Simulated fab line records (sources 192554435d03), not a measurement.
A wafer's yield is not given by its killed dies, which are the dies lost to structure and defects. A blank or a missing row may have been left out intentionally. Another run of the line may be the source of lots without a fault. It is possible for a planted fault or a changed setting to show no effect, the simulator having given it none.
One fault through the eyes of 3 desks | flow n5-finfet | numbers are kept per desk, each desk with only its own; the story behind them comes last

TOOL OWNER'S DESK, implanter-02
For each lot that ran on this tool, the mean over its sampled wafers that have a number, from the tool's own readings at N5_WELL_APT_IMPLANT_14. The brackets show how far a lot's mean lies from the usual mean; more than 4 standard deviations puts the lot out of limits, marked OUT.
Columns: A = dose-ions-cm2 at N5_WELL_APT_IMPLANT_14, usual 1.4997e+13; B = faraday-current-uA at N5_WELL_APT_IMPLANT_14, usual 191
lot  | first seen here | A                            | B
L450 | day 1 20:28     | 1.4980e+13                   | 192
L454 | day 2 20:14     | 1.5000e+13                   | 192
L461 | day 4 13:55     | 2.0338e+13 (+99 or more) OUT | 257 (+18) OUT
L463 | day 5 01:58     | 2.0332e+13 (+99 or more) OUT | 258 (+18) OUT
L472 | day 7 07:46     | 1.4996e+13                   | 192
This desk's verdict: out of limits on L461, L463, starting with L461 at day 4 13:55 (dose-ions-cm2 at N5_WELL_APT_IMPLANT_14). L450, L454, L472: within limits.

THE DEFECT DESK
Inspection counts along the route, by lot: the mean over sampled wafers that carry a number. The brackets show how far a lot's mean lies from the usual mean; more than 4 standard deviations puts the lot out of limits, marked OUT.
Columns: A = raw-defect-count at N5_WELL_APT_INSPECT_10, usual 2.1
lot  | first seen here | A
L450 | day 1 20:20     | 1.3
L454 | day 2 20:02     | 1.7
L461 | day 4 13:44     | 0.0
L463 | day 5 01:50     | 2.0
L466 | day 5 19:57     | 1.5
L472 | day 7 07:38     | 2.3
Result from this desk: across the 6 lots, nothing is out of limits.

THE METROLOGY DESK
Means of the sampled wafers that have a number, per lot and without regard to the tool the lot ran on: this is what the gauges read. The brackets show how far a lot's mean lies from the usual mean; more than 4 standard deviations puts the lot out of limits, marked OUT.
Columns: A = cd-nm at N5_WELL_APT_CD_MEAS_08, usual 200.2 nm; B = NWELL_OVL at N5_WELL_APT_OVL_MEAS_09, usual -4 nm
lot  | first seen here | A     | B
L450 | day 1 20:17     | 199.5 | 5
L454 | day 2 19:59     | 202.2 | -3
L461 | day 4 13:41     | 199.4 | 1
L463 | day 5 01:47     | 199.9 | -2
L466 | day 5 19:54     | 198.8 | -4
L472 | day 7 07:35     | 198.6 | -2
Result from this desk: across the 6 lots, nothing is out of limits.

BROUGHT TOGETHER
At day 4 13:55, on L461, L463, the tool owner's desk was in a position to raise an alarm.
The defect desk saw nothing out of limits.
From the metrology desk's view, nothing was out of limits.
The defect desk has L461, L463 on record, within its limits.
The metrology desk has L461, L463 on record, within its limits.
All the named lots went through N5_WELL_APT_IMPLANT_14 on implanter-02.

WHAT THE SIMULATOR PUT IN
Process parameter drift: implanter-02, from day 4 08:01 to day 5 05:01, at N5_WELL_APT_IMPLANT_14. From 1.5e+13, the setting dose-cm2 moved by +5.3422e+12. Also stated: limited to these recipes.
Shown lots that were struck: L461, L463.
How many hours passed from the start of the fault until each desk's first out-of-limits reading: the tool owner's desk, 6.
